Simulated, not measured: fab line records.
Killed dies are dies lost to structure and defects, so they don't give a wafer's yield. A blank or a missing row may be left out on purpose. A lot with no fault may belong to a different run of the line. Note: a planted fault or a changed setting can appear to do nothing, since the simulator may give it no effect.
8D (eight disciplines) problem report, filled in by code || flow n5 finfet || the parts of the form that need people (team, actions taken, sign-off) are left out

## 1. WHAT WENT WRONG
Wafers without a fault read 250.3 nm, standard deviation 1.9; cd nm at N5_BEOL_M14_CD_MEAS_10 reads a mean of 238.3 nm on 6 wafers belonging to 2 lots. That is -6.3 standard deviations from the usual mean.
The step: target cd 250 nm.
Earliest sighting: wafer L881.1 on cd sem-01 at day 15 22:20. The record has a number at this step for 30 wafers belonging to 10 lots. Rule for "out", or "out of limits": more than 4 standard deviations from the usual mean. All remaining wafers that have a number are taken as sound.

## 2. WHAT THIS IS AND IS NOT
{"question": "which readings at this step", "is": "cd nm", "is not": "-"}
{"question": "which lots", "is": "L881, L883", "is not": "L863, L865, L866, L868, L869, L870, L875, L884"}
{"question": "which wafers of those lots", "is": "all that have a number", "is not": "-"}
{"question": "read on which gauges", "is": "cd sem-01", "is not": "cd sem-02, cd sem-03"}
{"question": "when", "is": "from day 15 22:20", "is not": "up to then (21 sound wafers); but 3 sound wafers of L884 came after"}

## 3. WHAT RULES OUT EACH SUSPECT
Counting: any tool at a process step up to the reading is kept as a suspect provided that every lot that is out went through it and no sound lot did after the first of them.
- the gauge at N5_BEOL_M14_CD_MEAS_10: ruled out. All the wafers that are out were read on cd sem-01, but those of them that N5_BEOL_M14_EXPOSE_07 has rows for are out there too, on other tools.
- krf scanner-02 at N5_BEOL_M14_EXPOSE_07 (exposes mask V13): kept. All lots that are out passed through it, beginning with L881 at day 15 22:10, and no sound lot followed; its final sound lot before that point was L870 at day 12 10:40. Its own readings are out on those wafers: exposure dose mJ cm2.
After counting, what remains is krf scanner-02 at N5_BEOL_M14_EXPOSE_07.

## 4. THE CAUSE (what the simulator had put in)
Process parameter drift: krf scanner-02, from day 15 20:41 on, at N5_BEOL_M14_EXPOSE_07. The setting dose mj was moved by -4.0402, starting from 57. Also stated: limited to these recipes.
Only this tool survived the counting.

## 5. THE CHAIN OF EFFECTS, in route order
Each row: a reading whose mean over the struck wafers that have a number lies more than 3 standard deviations from the usual. Only readings whose record carries a usual standard deviation are examined. hours: median over the lots of the time between each lot's start at the first step of this table that gives one and its start at this step. sigmas: the change, counted in usual standard deviations.
{"hours": 0, "step": "N5_BEOL_M14_EXPOSE_07", "reading": "exposure dose mJ cm2", "usual": 56.98, "on struck wafers": 53.37, "change": -3.61, "sigmas": -63}
{"hours": 0, "step": "N5_BEOL_M14_CD_MEAS_10", "reading": "cd nm", "usual": "250.3 nm", "on struck wafers": 238.3, "change": -12.0, "sigmas": -6.3}
Its process steps:
- N5_BEOL_M14_EXPOSE_07: exposes mask V13.

## 6. WHAT WOULD HAVE CAUGHT IT SOONER
The first out-of-limits reading at a measuring or inspecting step in this record came at day 15 22:20, 2 hours after the fault's start at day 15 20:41.
At N5_BEOL_M14_EXPOSE_07, the tool's own readings (exposure dose mJ cm2) were out on each struck wafer the step has a row for, so an alarm limit on them would have fired on the first such wafer.
Of the lots that are out (2), L883 began N5_BEOL_M14_EXPOSE_07 on krf scanner-02 after day 15 22:20. Holding the tool at that time would have saved it.
